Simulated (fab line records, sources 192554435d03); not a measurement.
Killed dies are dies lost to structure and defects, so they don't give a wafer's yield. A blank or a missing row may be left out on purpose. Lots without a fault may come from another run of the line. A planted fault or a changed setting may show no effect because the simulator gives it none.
Chamber matching | flow n5_finfet | N5_BEOL_M11_ETCH_62 on rie_diel-03: 4 sister chambers
The step etches SOC in N2/H2, target depth 110 nm, overetch 22 nm, time 165 s. 4 wafers are shown with their chamber, then 10 later ones without.

WAFERS WITH THEIR CHAMBER
wafer  | chamber | drypump_motor_current_A (A)
L090.3 | 1       | 5.0
L090.5 | 0       | 6.0
L093.2 | 3       | 6.4
L093.3 | 2       | 5.3

WAFERS WITHOUT THEIR CHAMBER
wafer  | drypump_motor_current_A (A)
L093.4 | 6.0
L095.2 | 5.3
L095.5 | 6.0
L095.6 | 6.4
L094.3 | 5.2
L094.4 | 5.0
L094.6 | 5.3
L096.4 | 6.5
L096.5 | 5.2
L096.6 | 5.0

WHICH CHAMBER EACH WENT THROUGH
wafer  | from the rows above     | in truth
L093.4 | 0                       | 0
L095.2 | 2                       | 2
L095.5 | 0                       | 0
L095.6 | 3                       | 3
L094.3 | can't be placed: 2 or 1 | 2
L094.4 | 1                       | 1
L094.6 | 2                       | 2
L096.4 | 3                       | 3
L096.5 | can't be placed: 2 or 1 | 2
L096.6 | 1                       | 1
Placed correctly: 8 of 10. Can't be placed from these rows: 2 (the true chamber is among the candidates in 2). Placed wrongly: 0.
How it was worked out, from the rows above alone: a wafer's distance from a chamber is the root of the sum, over the readings, of the square of ((its reading less the chamber's mean) divided by the reading's scatter). The wafer belongs to the nearest chamber; if the next one is less than 2 further off, it can't be placed. A chamber's mean is the mean of its shown wafers. The scatter: with one shown wafer a chamber, the root of the mean of the squares of how far each hidden wafer lies from its nearest shown one.
